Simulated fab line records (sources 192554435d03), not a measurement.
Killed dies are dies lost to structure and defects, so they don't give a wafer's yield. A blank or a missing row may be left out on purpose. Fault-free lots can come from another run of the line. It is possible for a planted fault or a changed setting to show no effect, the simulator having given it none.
fab line records    flow n5Finfet
record lots=6  wafers=18  lastDay=20
route steps=1938 shown BEOL_M14@1753 PASSIVATION@1936
lots that met no fault: taken from a fault-free run of the same line
startH: hours from the record's opening day to when the first of the lot's shown wafers began    waitH: how many hours have passed since the lot's step before this one    " the same as in the row above    L1.1+2: a row that stands for several wafers    - value missing, or start not given    * or withheld: withheld    < > ~ a bound
route shown NAME@n: a module of which the file shows steps, and the number in the route of the first    usual: mean/standard deviation taken from wafers without a fault    same: alike in all rows    chamber/n: place in a boat    sites: readings site by site    _std_site: their standard deviation    _edge_site: the outer-site mean with the inner-site mean subtracted    radiusMm: for every site, how far away it sits from the centre of the wafer    mask NAME#n: copy n    behind: tool/chamber where the wafer was last shaped    hold: the reason the lot was held/the length of the hold in hours/how it ended    device: the n, p or np transistor that did not switch    end of line: the tests these same wafers got at the end of their route    a step given without rows: its recipe and nothing more    killed: count of dies lost to structure and defects at first sort (not the wafer's yield)    map: shows each die of a wafer: x if killed, . if not, _ if none is there
set.NAME: the run value of the setting; set.NAME@STEP: its run value at that earlier step    model.NAME: the simulator's own value behind a step, which no gauge read
lots at some steps of the route; a table a step, a row a wafer
services: the hour from which a tool's chamber was out of use, counted from the record's first day as startH (under 0 if before that day), plus the number of hours and why
## steps
# step N5_BEOL_M14_TRENCH_ETCH_34
# recipe chemistry=C4F8/O2/Ar  target=SiO2  targetDepthA=5566.5  maskMaterial=SOC  heInnerTorr=15  heOuterTorr=30  timeS=126.9  ionEnergyEv=800  pressureMtorr=20  sourceW=1905  biasW=2040  Ar_flow_sccm=400  C4F8_flow_sccm=16  O2_flow_sccm=12
# usual drypumpMotorCurrentA=5.6/0.4  oesProductAu=0.81/0.095  rfVppV=2232/46  showerheadPlenumPTorr=3.47/0.14  throttleValvePct=30.97/0.29
lot.wafer  tool        chamber  startH  waitH  drypumpMotorCurrentA  oesProductAu  rfHoursCounterH  rfVppV  showerheadPlenumPTorr  throttleValvePct
L239.1     rieDiel-01  0        292.71  0.0    6.2                   0.94          16               2189    3.53                   30.86
L239.2     "           2        "       "      5.1                   0.68          243              2192    3.40                   31.21
L239.4     "           3        "       "      5.1                   0.72          180              2246    3.28                   30.98
L241.2     rieDiel-05  0        309.40  0.0    5.2                   0.70          237              2219    3.26                   30.81
L241.3     "           2        "       "      5.3                   0.94          11               2244    3.55                   31.13
L241.6     "           0        "       "      5.2                   0.71          -                2217    3.26                   30.81
L245.1     rieDiel-05  2        352.30  0.0    5.3                   0.89          26               2243    3.54                   31.15
L245.5     "           3        "       "      5.5                   0.93          -                2227    3.67                   30.72
L245.6     "           2        "       "      5.3                   0.89          -                2243    3.54                   31.13
L249.3     rieDiel-05  2        355.37  0.0    5.3                   0.89          28               2244    3.54                   31.14
L249.5     "           1        "       "      6.2                   0.74          -                2229    3.40                   31.37
L249.6     "           2        "       "      5.3                   0.89          -                2244    3.54                   31.13
L252.3     rieDiel-05  3        367.23  0.1    5.4                   0.91          -                2227    3.66                   30.71
L252.4     "           2        "       "      5.3                   0.87          -                2242    3.54                   31.15
L252.5     "           2        "       "      5.2                   0.88          -                2243    3.54                   31.14
L259.1     rieDiel-05  1        460.68  0.0    6.2                   0.71          217              2228    3.39                   31.39
L259.3     "           0        "       "      5.1                   0.89          28               2254    3.63                   30.75
L259.6     "           0        "       "      5.1                   0.89          -                2253    3.63                   30.75
# step N5_BEOL_M14_STRIP_70
# recipe chemistry=C4F8/O2/Ar  resist=SiARC  rfFrequencyHz=6e+07
# step N5_BEOL_M14_OCD_MEAS_35
# usual trenchDepthNm=564/18
lot.wafer  tool    chamber  startH  waitH  trenchDepthNm
L239.1     ocd-02  -        292.87  0.0    581
L239.2     "       -        "       "      556
L239.4     "       -        "       "      536
L241.2     ocd-02  -        309.56  0.0    553
L241.3     "       -        "       "      571
L241.6     "       -        "       "      553
L245.1     ocd-02  -        352.46  0.0    570
L245.5     "       -        "       "      587
L245.6     "       -        "       "      569
L249.3     ocd-01  -        355.52  0.0    560
L249.5     "       -        "       "      562
L249.6     "       -        "       "      561
L252.3     ocd-02  -        367.39  0.0    581
L252.4     "       -        "       "      563
L252.5     "       -        "       "      560
L259.1     ocd-01  -        460.84  0.0    562
L259.3     "       -        "       "      563
L259.6     "       -        "       "      557
# step N5_BEOL_M14_STRIP_37
# recipe chemistry=O2  powerW=600  tempC=60  pressureMtorr=30  rfFrequencyHz=6e+07  biasPowerW=0  overashFraction=0.3  o2FlowSccm=225
# usual drypumpMotorCurrentA=5.6/0.38  oesProductAu=0.81/0.095  rfVppV=3.5/0.99  showerheadPlenumPTorr=2.10/0.083  throttleValvePct=16.64/0.29
lot.wafer  tool        chamber  startH  waitH  drypumpMotorCurrentA  oesProductAu  rfHoursCounterH  rfVppV  showerheadPlenumPTorr  throttleValvePct
L239.1     rieDiel-05  2        295.91  3.0    5.3                   0.97          4                3.9     2.13                   16.29
L239.2     "           3        "       "      5.5                   0.97          13               1.9     2.25                   16.23
L239.4     "           0        "       "      5.2                   0.71          -                2.7     1.95                   16.47
L241.2     rieDiel-04  3        313.60  4.0    5.5                   0.74          191              3.4     2.02                   16.92
L241.3     "           0        "       "      5.8                   0.75          169              3.0     2.12                   16.53
L241.6     "           1        "       "      6.2                   0.68          -                4.0     1.99                   16.98
L245.1     rieDiel-04  1        354.75  2.3    6.1                   0.69          242              3.3     1.98                   16.99
L245.5     "           1        "       "      6.1                   0.68          -                2.3     1.98                   17.03
L245.6     "           3        "       "      5.5                   0.72          -                1.7     2.02                   16.95
L249.3     rieDiel-05  2        358.74  3.2    5.2                   0.89          30               3.4     2.12                   16.37
L249.5     "           2        "       "      5.2                   0.90          -                3.9     2.12                   16.39
L249.6     "           1        "       "      6.2                   0.74          -                3.6     2.09                   17.11
L252.3     rieDiel-01  1        368.18  0.8    5.8                   0.75          177              3.8     2.18                   16.56
L252.4     "           0        "       "      6.3                   0.89          41               4.9     2.15                   16.60
L252.5     "           1        "       "      5.8                   0.76          -                1.8     2.17                   16.58
L259.1     rieDiel-04  0        464.25  3.4    5.8                   0.71          209              2.3     2.11                   16.61
L259.3     "           3        "       "      5.5                   0.68          250              2.3     2.00                   17.04
L259.6     "           2        "       "      5.6                   0.77          -                1.9     2.08                   16.84
# step N5_BEOL_M14_ETCH_38
# recipe chemistry=CF4/N2  target=SiCN  targetDepthA=1065  taperDeg=2  timeS=120.6  ionEnergyEv=150  maskMaterial=SiO2  pressureMtorr=40  sourceW=430  biasW=70  Ar_flow_sccm=100  cf4FlowSccm=60  n2FlowSccm=60
# step N5_BEOL_M14_PRECLEAN_39
# recipe chemistry=residueRemover  timeS=60  tempC=40
# step N5_BEOL_M14_SRD_40
# recipe timeS=30  tempC=23  rinseLiquid=diw  dry=n2Spin  spinRpm=1500  dryTimeS=30
# step N5_BEOL_M14_DEGAS_41
# recipe ambient=vacuum  tempC=300  timeS=60
# usual heaterPowerW=459/31
lot.wafer  tool           chamber  startH  waitH  heaterPowerW
L239.1     pvdSputter-03  -        296.58  0.4    442
L239.2     "              -        "       "      493
L239.4     "              -        "       "      472
L241.2     pvdSputter-01  -        314.14  0.3    485
L241.3     "              -        "       "      504
L241.6     "              -        "       "      420
L245.1     pvdSputter-03  -        355.29  0.3    438
L245.5     "              -        "       "      458
L245.6     "              -        "       "      487
L249.3     pvdSputter-01  -        359.23  0.2    498
L249.5     "              -        "       "      430
L249.6     "              -        "       "      510
L252.3     pvdSputter-03  -        368.58  0.2    470
L252.4     "              -        "       "      441
L252.5     "              -        "       "      481
L259.1     pvdSputter-02  -        464.92  0.4    448
L259.3     "              -        "       "      441
L259.6     "              -        "       "      483
# step N5_BEOL_M14_PRE_CLEAN_42
# recipe gas=H2/He  timeS=30  tempC=300
# usual heaterPowerW=458/32
lot.wafer  tool           chamber  startH  waitH  heaterPowerW
L239.1     pvdSputter-03  -        296.62  0.0    443
L239.2     "              -        "       "      490
L239.4     "              -        "       "      474
L241.2     pvdSputter-01  -        314.18  0.0    485
L241.3     "              -        "       "      506
L241.6     "              -        "       "      422
L245.1     pvdSputter-03  -        355.33  0.0    427
L245.5     "              -        "       "      445
L245.6     "              -        "       "      499
L249.3     pvdSputter-01  -        359.27  0.0    510
L249.5     "              -        "       "      421
L249.6     "              -        "       "      512
L252.3     pvdSputter-03  -        368.62  0.0    474
L252.4     "              -        "       "      444
L252.5     "              -        "       "      464
L259.1     pvdSputter-02  -        464.96  0.0    445
L259.3     "              -        "       "      431
L259.6     "              -        "       "      488
# step N5_BEOL_M14_SPUTTER_43
# recipe material=TaN  targetThkA=150  tempC=50  biasV=168.6  powerW=15000  chamberPressurePa=0.12  timeS=24.19
# step N5_BEOL_M14_SPUTTER_44
# recipe material=Ta  targetThkA=150  tempC=50  biasV=80  powerW=15000  chamberPressurePa=0.07  timeS=24.19
# step N5_BEOL_M14_SPUTTER_45
# recipe material=Cu  targetThkA=1000  tempC=-20  biasV=60  powerW=26000  chamberPressurePa=0.13  timeS=16.67
# step N5_BEOL_M14_ECD_47
# recipe material=Cu  targetThkA=12480
lot.wafer  tool      chamber  startH  waitH  model.Cu_of_BEOL_M14_ECD_47.thkNm
L239.1     ecdCu-02  1        296.99  0.1    1227
L239.2     "         0        "       "      1244
L239.4     "         0        "       "      1255
L241.2     ecdCu-02  1        314.50  0.1    1259
L241.3     "         0        "       "      1252
L241.6     "         1        "       "      1256
L245.1     ecdCu-01  1        355.65  0.1    1272
L245.5     "         1        "       "      1265
L245.6     "         0        "       "      1278
L249.3     ecdCu-02  0        359.64  0.1    832.8
L249.5     "         0        "       "      847.4
L249.6     "         1        "       "      1235
L252.3     ecdCu-02  0        369.00  0.1    855.4
L252.4     "         1        "       "      1237
L252.5     "         0        "       "      834.8
L259.1     ecdCu-01  1        465.28  0.1    1247
L259.3     "         1        "       "      1237
L259.6     "         0        "       "      1234
# step N5_BEOL_M14_ANNEAL_48
# recipe tempC=225  timeS=90  ambient=N2
# usual wafer_temp_C_max=225.89/0.28
lot.wafer  tool          chamber  startH  waitH  wafer_temp_C_max
L239.1     rtpAnneal-02  0        297.42  0.4    226.31
L239.2     "             0        "       "      225.72
L239.4     "             0        "       "      225.90
L241.2     rtpAnneal-02  0        315.11  0.6    226.08
L241.3     "             0        "       "      226.18
L241.6     "             0        "       "      225.93
L245.1     rtpAnneal-01  0        356.09  0.4    225.77
L245.5     "             0        "       "      225.74
L245.6     "             0        "       "      225.85
L249.3     rtpAnneal-02  0        359.86  0.2    226.15
L249.5     "             0        "       "      226.21
L249.6     "             0        "       "      226.47
L252.3     rtpAnneal-01  0        369.22  0.2    225.85
L252.4     "             0        "       "      225.76
L252.5     "             0        "       "      225.63
L259.1     rtpAnneal-02  0        465.47  0.1    225.96
L259.3     "             0        "       "      226.11
L259.6     "             0        "       "      226.07
# step N5_BEOL_M14_CMP_49
# recipe stopOn=SiO2  tOverpolishS=5.2  downForcePsi=2  platenRpm=80  clearingPlatenDownForcePsi=2  clearingPlatenRpm=80  postCmpClean=cuAlkaline  targetThkNm=560  clearingPlatenPadVelocityMS=1.5917  padVelocityMS=1.5917
# usual motorCurrentA=8.2/0.85  timeToEndpointS=121/5.7
lot.wafer  tool    chamber  startH  waitH  motorCurrentA  timeToEndpointS
L239.1     cmp-03  2        297.71  0.3    8.6            113
L239.2     "       3        "       "      8.4            123
L239.4     "       0        "       "      8.3            118
L241.2     cmp-01  1        315.44  0.3    7.1            115
L241.3     "       2        "       "      8.2            122
L241.6     "       3        "       "      7.3            122
L245.1     cmp-03  1        356.46  0.3    7.8            139
L245.6     "       3        "       "      8.3            133
L245.5     "       0        "       "      8.8            129
L249.3     cmp-02  0        360.14  0.2    10.3           81
L249.6     "       0        "       "      10.5           117
L249.5     "       1        "       "      7.7            87
L252.3     cmp-01  2        369.60  0.3    7.7            84
L252.4     "       3        "       "      7.4            123
L252.5     "       0        "       "      9.4            77
L259.3     cmp-01  3        465.81  0.2    7.7            128
L259.1     "       1        "       "      7.2            115
L259.6     "       3        "       "      7.6            126
# step N5_BEOL_M14_THK_MEAS_50
# recipe thkMeasGauge=xrf  reads=Cu_of_BEOL_M14_ECD_47
# usual M14_THK=560/18
lot.wafer  tool          chamber  startH  waitH  M14_THK[nm]
L239.1     filmMetro-01  -        298.01  -      577
L239.2     "             -        "       "      550
L239.4     "             -        "       "      530
L241.2     filmMetro-01  -        315.66  -      546
L241.3     "             -        "       "      567
L241.6     "             -        "       "      552
L245.1     filmMetro-02  -        356.68  -      567
L245.5     "             -        "       "      584
L245.6     "             -        "       "      567
L249.3     filmMetro-02  -        360.43  -      548
L249.5     "             -        "       "      549
L249.6     "             -        "       "      549
L252.3     filmMetro-01  -        369.82  -      582
L252.4     "             -        "       "      565
L252.5     "             -        "       "      557
L259.1     filmMetro-01  -        466.06  -      562
L259.3     "             -        "       "      565
L259.6     "             -        "       "      560
# step N5_PASSIVATION_PROBE_49
# usual defectLimitedYield=91.2/1.5  killed_at_M0_to_M3=36/10  killed_at_M4_up=14/5.2  killedAtContacts=12/6  killedAtFrontEnd=37/10  killedAtOther=4/3.3  killedDies=104/18  killedOpen=68/14  killedShort=34/7.4  sort_bin_4_leakage=0.01/0.04  sort_bin_5_function=5.2/1  sort_bin_6_memory=3.3/0.7  sortNPass=1076/18  sortYieldPct=91.2/1.5
# same grossDies=1180  killedAtBackSide=0  sort_bin_8_speed[%]=0
lot.wafer  tool       chamber  startH  waitH  defectLimitedYield[%]  killed_at_M0_to_M3  killed_at_M4_up  killedAtContacts  killedAtFrontEnd  killedAtOther  killedDies  killedOpen  killedShort  sort_bin_4_leakage[%]  sort_bin_5_function[%]  sort_bin_6_memory[%]  sortNPass  sortYieldPct[%]
L239.1     prober-01  -        318.91  0.0    91.5                   25                  24               15                33                3              100         79          21           0                      5.3                     3.1                   1080       91.5
L239.2     prober-01  -        318.96  0.1    92.5                   29                  11               10                33                6              89          58          27           0                      4.7                     2.7                   1091       92.5
L239.4     prober-01  -        319.06  0.2    91.6                   23                  13               13                45                5              99          63          34           0                      4.7                     3.3                   1081       91.6
L241.2     prober-01  -        337.25  0.1    92.2                   37                  11               9                 34                1              92          55          37           0                      4.8                     2.7                   1088       92.2
L241.3     prober-01  -        337.30  0.1    92.6                   30                  12               2                 41                2              87          62          25           0                      4.5                     2.7                   1093       92.6
L241.6     prober-01  -        337.45  0.3    92.5                   29                  15               5                 31                8              88          55          27           0                      4.9                     2.3                   1092       92.5
L245.1     prober-01  -        377.98  0.0    91.4                   30                  11               13                42                5              101         69          29           0                      4.9                     3.3                   1079       91.4
L245.5     prober-01  -        378.18  0.2    88.9                   44                  20               10                49                8              131         81          48           0                      6.2                     4.3                   1049       88.9
L245.6     prober-01  -        378.23  0.3    90.8                   37                  17               9                 40                5              108         62          43           0                      6.3                     2.6                   1072       90.8
L249.3     prober-01  -        388.79  0.1    91.6                   41                  7                7                 43                1              99          66          33           0                      5.9                     2.3                   1081       91.6
L249.5     prober-01  -        388.89  0.2    90.7                   34                  13               7                 54                2              110         68          40           0                      7.0                     2.1                   1070       90.7
L249.6     prober-01  -        388.94  0.3    91.9                   38                  18               5                 31                3              95          64          31           0                      4.2                     3.4                   1085       91.9
L252.3     prober-01  -        400.61  0.1    91.6                   38                  11               9                 40                1              99          66          32           0                      5.2                     2.8                   1081       91.6
L252.4     prober-01  -        400.66  0.2    89.4                   34                  24               16                47                4              125         79          46           0.34                   6.9                     3.4                   1051       89.1
L252.5     prober-01  -        400.71  0.2    90.7                   33                  15               16                46                0              110         72          36           0                      5.0                     3.9                   1070       90.7
L259.6     prober-02  -        488.91  0.3    88.9                   55                  11               9                 43                13             131         74          47           0                      6.5                     4.4                   1049       88.9
# killed by level:class
L239.1 MOL_CONTACT_COAG:geometricParticle:open=13 STI_FIN_REVEAL:geometricParticle:open=11 BEOL_M4:geometricParticle:open=8 BEOL_M1:geometricParticle:open=7 BEOL_M7:geometricParticle:open=6 BEOL_M0_SAQP:geometricParticle:short=5 FIN_SAQP:geometricParticle:short=4 BEOL_M2:geometricParticle:open=4
L239.2 FIN_SAQP:geometricParticle:open=10 BEOL_M3:geometricParticle:open=9 BEOL_M4:geometricParticle:open=8 MOL_CONTACT_COAG:geometricParticle:open=7 BEOL_M3:geometricParticle:short=7 BEOL_M1:geometricParticle:open=6 STI_FIN_REVEAL:geometricParticle:open=4 GATE_CUT:geometricParticle:short=4
L239.4 FIN_SAQP:geometricParticle:open=12 MOL_CONTACT_COAG:geometricParticle:open=9 DUMMY_GATE:geometricParticle:open=7 BEOL_M1:geometricParticle:open=7 BEOL_M3:geometricParticle:open=5 BEOL_M2:geometricParticle:open=5 FIN_SAQP:geometricParticle:short=4 GATE_CUT:geometricParticle:short=4
L241.2 FIN_SAQP:geometricParticle:short=12 BEOL_M1:geometricParticle:open=11 MOL_CONTACT_COAG:geometricParticle:open=7 STI_FIN_REVEAL:geometricParticle:open=6 BEOL_M2:geometricParticle:open=6 BEOL_M4:geometricParticle:open=6 BEOL_M0_SAQP:geometricParticle:short=5 FIN_SAQP:geometricParticle:open=4
L241.3 STI_FIN_REVEAL:geometricParticle:open=12 BEOL_M2:geometricParticle:open=11 FIN_SAQP:geometricParticle:short=9 FIN_SAQP:geometricParticle:open=5 GATE_CUT:geometricParticle:short=5 BEOL_M1:geometricParticle:open=5 BEOL_M2:geometricParticle:short=4 BEOL_M0:geometricParticle:open=3
L241.6 BEOL_M1:geometricParticle:open=10 STI_FIN_REVEAL:geometricParticle:open=8 FIN_SAQP:geometricParticle:open=7 MOL_CONTACT_COAG:geometricParticle:open=5 BEOL_M1:geometricParticle:short=5 PASSIVATION:areaEtch=5 BEOL_M2:geometricParticle:open=4 BEOL_M4:geometricParticle:open=4
L245.1 FIN_SAQP:geometricParticle:open=13 MOL_CONTACT_COAG:geometricParticle:open=11 BEOL_M0_SAQP:geometricParticle:open=8 FIN_SAQP:geometricParticle:short=7 STI_FIN_REVEAL:geometricParticle:open=7 BEOL_M0_SAQP:geometricParticle:short=6 BEOL_M2:geometricParticle:open=6 DUMMY_GATE:geometricParticle:open=5
L245.5 BEOL_M0_SAQP:geometricParticle:short=20 FIN_SAQP:geometricParticle:short=11 STI_FIN_REVEAL:geometricParticle:open=11 FIN_SAQP:geometricParticle:open=8 MOL_CONTACT_COAG:geometricParticle:open=8 BEOL_M4:geometricParticle:open=8 BEOL_M0_SAQP:geometricParticle:open=7 BEOL_M2:geometricParticle:open=7
L245.6 BEOL_M0_SAQP:geometricParticle:short=11 BEOL_M0_SAQP:geometricParticle:open=11 FIN_SAQP:geometricParticle:short=10 FIN_SAQP:geometricParticle:open=8 MOL_CONTACT_COAG:geometricParticle:open=8 BEOL_M3:geometricParticle:open=8 STARTING-WAFER:geometricParticle:short=8 BEOL_M4:geometricParticle:open=6
L249.3 BEOL_M0_SAQP:geometricParticle:short=10 STI_FIN_REVEAL:geometricParticle:open=10 BEOL_M3:geometricParticle:open=9 FIN_SAQP:geometricParticle:open=8 BEOL_M0_SAQP:geometricParticle:open=8 STI_FIN_REVEAL:geometricParticle:short=7 MOL_CONTACT_COAG:geometricParticle:open=7 BEOL_M1:geometricParticle:open=7
L249.5 STI_FIN_REVEAL:geometricParticle:open=13 FIN_SAQP:geometricParticle:short=10 FIN_SAQP:geometricParticle:open=8 BEOL_M3:geometricParticle:open=8 BEOL_M0_SAQP:geometricParticle:short=7 DUMMY_GATE:geometricParticle:open=6 STARTING-WAFER:geometricParticle:short=6 MOL_CONTACT_COAG:geometricParticle:open=5
L249.6 FIN_SAQP:geometricParticle:open=13 BEOL_M0_SAQP:geometricParticle:short=12 BEOL_M2:geometricParticle:open=9 BEOL_M4:geometricParticle:open=8 BEOL_M0_SAQP:geometricParticle:open=6 STI_FIN_REVEAL:geometricParticle:open=5 BEOL_M3:geometricParticle:open=5 FIN_SAQP:geometricParticle:short=4
L252.3 STI_FIN_REVEAL:geometricParticle:open=15 BEOL_M0_SAQP:geometricParticle:open=14 MOL_CONTACT_COAG:geometricParticle:open=9 BEOL_M0_SAQP:geometricParticle:short=9 BEOL_M2:geometricParticle:open=6 ILD0:geometricParticle:short=5 FIN_SAQP:geometricParticle:short=4 BEOL_M1:geometricParticle:open=4
L252.4 FIN_SAQP:geometricParticle:open=16 BEOL_M0_SAQP:geometricParticle:short=12 MOL_CONTACT_COAG:geometricParticle:open=12 BEOL_M0_SAQP:geometricParticle:open=11 BEOL_M4:geometricParticle:open=11 FIN_SAQP:geometricParticle:short=7 STI_FIN_REVEAL:geometricParticle:open=6 BEOL_M1:geometricParticle:open=4
L252.5 MOL_CONTACT_COAG:geometricParticle:open=13 BEOL_M0_SAQP:geometricParticle:open=10 STI_FIN_REVEAL:geometricParticle:open=9 GATE_CUT:geometricParticle:short=8 BEOL_M0_SAQP:geometricParticle:short=7 FIN_SAQP:geometricParticle:open=6 BEOL_M1:geometricParticle:open=6 GATE_CUT:geometricParticle:open=5
L259.6 BEOL_M0_SAQP:geometricParticle:open=16 BEOL_M0_SAQP:geometricParticle:short=15 FIN_SAQP:geometricParticle:short=14 FIN_SAQP:geometricParticle:open=12 PASSIVATION:areaEtch=8 DUMMY_GATE:geometricParticle:open=6 MOL_CONTACT_COAG:geometricParticle:open=6 BEOL_M3:geometricParticle:open=6
## services
tool           chamber  startH  hours  kind
cmp-01         -        269.12  8.4    pm
rieDiel-04     3        273.77  2.0    repair
cmp-01         -        278.95  0.5    repair
rieDiel-05     1        286.76  30.4   repair
cmp-02         -        289.59  4.6    pm
rieDiel-01     1        313.20  6.2    repair
cmp-02         -        321.72  0.3    repair
cmp-01         -        325.02  0.8    repair
cmp-02         -        328.59  0.6    repair
rieDiel-01     -        351.84  15.6   pm
cmp-03         -        358.93  2.4    repair
cmp-02         -        359.12  1.0    repair
rtpAnneal-02   -        363.38  1.3    repair
cmp-02         -        367.04  9.2    repair
cmp-03         -        369.83  10.2   pm
cmp-01         -        375.79  4.0    pm
rieDiel-04     1        380.23  18.4   repair
cmp-03         -        381.43  2.7    repair
rieDiel-04     0        386.71  4.0    repair
pvdSputter-01  -        393.50  73.0   repair
rieDiel-04     -        416.71  2.8    pm
rieDiel-01     0        427.65  10.6   repair
pvdSputter-02  -        431.19  14.6   repair
rieDiel-01     -        461.42  0.7    repair
## key
firstSign step=N5_BEOL_M14_CMP_49  reading=timeToEndpointS  direction=down  sigmas=6.8  usual=*  struck=*
effect none on later readings
modelEffect step=N5_BEOL_M14_ECD_47  value=Cu_of_BEOL_M14_ECD_47.thkNm  without=1241  struck=842.6
metAt N5_BEOL_M14_ECD_47
struckWafers L249.3,L249.5,L252.3,L252.5
onsetBetween 314.50 359.64
fault kind=processParameterDrift  tool=ecdCu-02  chamber=-  onsetH=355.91  steps=N5_BEOL_M14_ECD_47  channel=targetThkA  offset=*  shape=step  endH=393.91  scope=struckWafersOnly  actsIn=*  stated=*
